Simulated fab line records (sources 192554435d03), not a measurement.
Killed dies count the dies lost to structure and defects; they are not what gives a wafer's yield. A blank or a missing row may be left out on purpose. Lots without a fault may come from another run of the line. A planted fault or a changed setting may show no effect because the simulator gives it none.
A struck lot beside a sound one ; flow n5Finfet ; 18 out of 1938 route steps
Sound: wafers L531.3, L531.4, L531.6. Struck: wafer L550.4 (L550.1, L550.3, from the same lot, were not struck and are left out); the cause is given at the end.
Each step with rows lists, per side, the tool, then ch with its chambers, then its first start. Under that, the readings that differ: sound wafers ; struck wafers ; difference of the means ; sigmas: that difference in standard deviations of wafers without a fault.
alike: same words and numbers on both sides, and readings whose means sit less than 2 such deviations apart. not compared: any withheld reading, any reading some wafer has no value for, any bound like >300 that may hide the same value, and any number with overlapping values for which the record gives no deviation.
Wherever a step has rows on one side only, a row that says differs or no value, or a row with sigmas, the two part there. Numbers that have no deviation but don't overlap get no sigmas and don't part them. A reading missing from all wafers of one side parts the sides only when that side holds two or more wafers.

N5_BEOL_M12_ETCH_68: etches SOC in N2/H2, time 285 s.
  sound on rieDiel-05 ch 0,3, day 13 04:50; struck on rieDiel-02 ch 3, day 17 02:49
  alike: drypumpMotorCurrentA, oesProductAu, rfVppV, showerheadPlenumPTorr, throttleValvePct
  not compared: rfHoursCounterH
then, 3 steps without rows for these wafers: N5_BEOL_M12_STRIP_69 (strips in N2/H2); N5_BEOL_M12_TRENCH_ETCH_34 (etches SiOC in C4F8/O2/Ar, target depth 318.95 nm, time 125.5 s); N5_BEOL_M12_STRIP_70 (strips in C4F8/O2/Ar).
N5_BEOL_M12_OCD_MEAS_35:
  struck on ocd-01, day 17 03:09; sound on ocd-02, day 13 05:10
  alike: trenchDepthNm
N5_BEOL_M12_STRIP_37: strips in N2/H2.
  sound on plasmaAsher-01 ch 0,1, day 13 05:14; struck on plasmaAsher-01 ch 1, day 17 03:11
  alike: drypumpMotorCurrentA, heaterPowerW, oesProductAu
  not compared: rfHoursCounterH
then, 3 steps without rows for these wafers: N5_BEOL_M12_ETCH_38 (etches SiCN in CF4/N2, target depth 68.7 nm, time 73.4 s); N5_BEOL_M12_PRECLEAN_39 (cleans in residue remover, time 60 s); N5_BEOL_M12_SRD_40 (time 30 s, dry time 30 s).
N5_BEOL_M12_DEGAS_41: time 60 s.
  struck on pvdSputter-02, day 17 06:04; sound on pvdSputter-01, day 13 07:14
  alike: heaterPowerW, susceptorTempC
then, 1 step without rows for these wafers: N5_BEOL_M12_PRE_CLEAN_42 (time 30 s).
N5_BEOL_M12_SPUTTER_43: material TaN, target thk 15 nm, time 24.19 s.
  struck on pvdSputter-02, day 17 06:08; sound on pvdSputter-01, day 13 07:19
reading;sound;struck;difference;sigmas
susceptorTempC (C);49.98 49.98 50.09;49.82;-0.20;-2
  alike: throttleValvePct
N5_BEOL_M12_SPUTTER_44: material Ta, target thk 10 nm, time 16.13 s.
  struck on pvdSputter-02, day 17 06:13; sound on pvdSputter-01, day 13 07:24
reading;sound;struck;difference;sigmas
model.Ta_of_BEOL_M12_SPUTTER_44.thkNm (nm);10 10 10;6;-4;
  alike: throttleValvePct
  not compared: susceptorTempC
N5_BEOL_M12_SPUTTER_45: material Cu, target thk 80 nm, time 13.33 s.
  struck on pvdSputter-02, day 17 06:18; sound on pvdSputter-01, day 13 07:29
  alike: susceptorTempC, throttleValvePct
then, 2 steps without rows for these wafers: N5_BEOL_M12_ECD_47 (material Cu, target thk 720 nm); N5_BEOL_M12_ANNEAL_48 (time 90 s).
N5_BEOL_M12_CMP_49: polishes, stops on SiOC, t overpolish 20.6 s, target thk 320 nm.
  sound on cmp-04 ch 0,2,3, day 13 08:02; struck on cmp-03 ch 2, day 17 06:59
reading;sound;struck;difference;sigmas
barrierFieldEndpointS (s);31.1 31.1 31.2;25.2;-5.9;-10
  alike: motorCurrentA, platenRpm
N5_BEOL_M12_THK_MEAS_50: measures by xrf.
  struck on filmMetro-02, day 17 07:17; sound on filmMetro-01, day 13 08:20
  alike: M12_THK

== WHERE THEY PART ==
At N5_BEOL_M12_SPUTTER_43 first; at N5_BEOL_M12_CMP_49 last (within this record only). Later steps at which nothing parts them and some readings are alike: N5_BEOL_M12_THK_MEAS_50.

WHY: what had been put in by the simulator
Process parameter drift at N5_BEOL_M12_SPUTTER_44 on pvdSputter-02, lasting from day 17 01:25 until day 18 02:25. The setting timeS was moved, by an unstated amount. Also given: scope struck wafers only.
